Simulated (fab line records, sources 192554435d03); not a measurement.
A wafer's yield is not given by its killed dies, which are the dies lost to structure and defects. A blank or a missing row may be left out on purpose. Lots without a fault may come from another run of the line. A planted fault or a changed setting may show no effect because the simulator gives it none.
Matching of chambers / flow n5-finfet / N5_FIN_SAQP_ETCH_67 on rie-diel-01 has 4 sister chambers
The step etches SiNx in CH3F/O2, target depth 30 nm. 4 wafers are shown with their chamber, then 8 later ones without.

## EACH WAFER AND ITS CHAMBER
wafer=L076.5; chamber=1; showerhead-plenum-p-Torr (Torr)=1.96
wafer=L090.3; chamber=2; showerhead-plenum-p-Torr (Torr)=1.92
wafer=L090.5; chamber=0; showerhead-plenum-p-Torr (Torr)=2.08
wafer=L093.1; chamber=3; showerhead-plenum-p-Torr (Torr)=1.97

## WAFERS WHOSE CHAMBER IS MISSING
wafer=L093.4; showerhead-plenum-p-Torr (Torr)=2.08
wafer=L093.6; showerhead-plenum-p-Torr (Torr)=2.08
wafer=L096.2; showerhead-plenum-p-Torr (Torr)=2.08
wafer=L096.4; showerhead-plenum-p-Torr (Torr)=1.91
wafer=L096.5; showerhead-plenum-p-Torr (Torr)=1.95
wafer=L097.2; showerhead-plenum-p-Torr (Torr)=1.95
wafer=L097.3; showerhead-plenum-p-Torr (Torr)=2.08
wafer=L097.6; showerhead-plenum-p-Torr (Torr)=2.08

## WHICH CHAMBER EACH WENT THROUGH
wafer=L093.4; from the rows above=0; in truth=0
wafer=L093.6; from the rows above=0; in truth=0
wafer=L096.2; from the rows above=0; in truth=0
wafer=L096.4; from the rows above=2; in truth=2
wafer=L096.5; from the rows above=can't be placed: 1 or 3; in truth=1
wafer=L097.2; from the rows above=can't be placed: 1 or 3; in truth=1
wafer=L097.3; from the rows above=0; in truth=0
wafer=L097.6; from the rows above=0; in truth=0
Correct placement for 6 of the 8. Can't be placed from these rows: 2 (the true chamber is among the candidates in 2). Number placed wrongly: 0.
How it was worked out, from the rows above alone: a wafer's distance from a chamber is the root of the sum, over the readings, of the square of ((its reading less the chamber's mean) divided by the reading's scatter). The wafer belongs to the nearest chamber; if the next one is less than 2 further off, it can't be placed. The mean given for a chamber averages the wafers shown for that chamber. The scatter (one wafer shown for each chamber): square how far every hidden wafer sits from the nearest shown wafer, average those squares and take the square root.
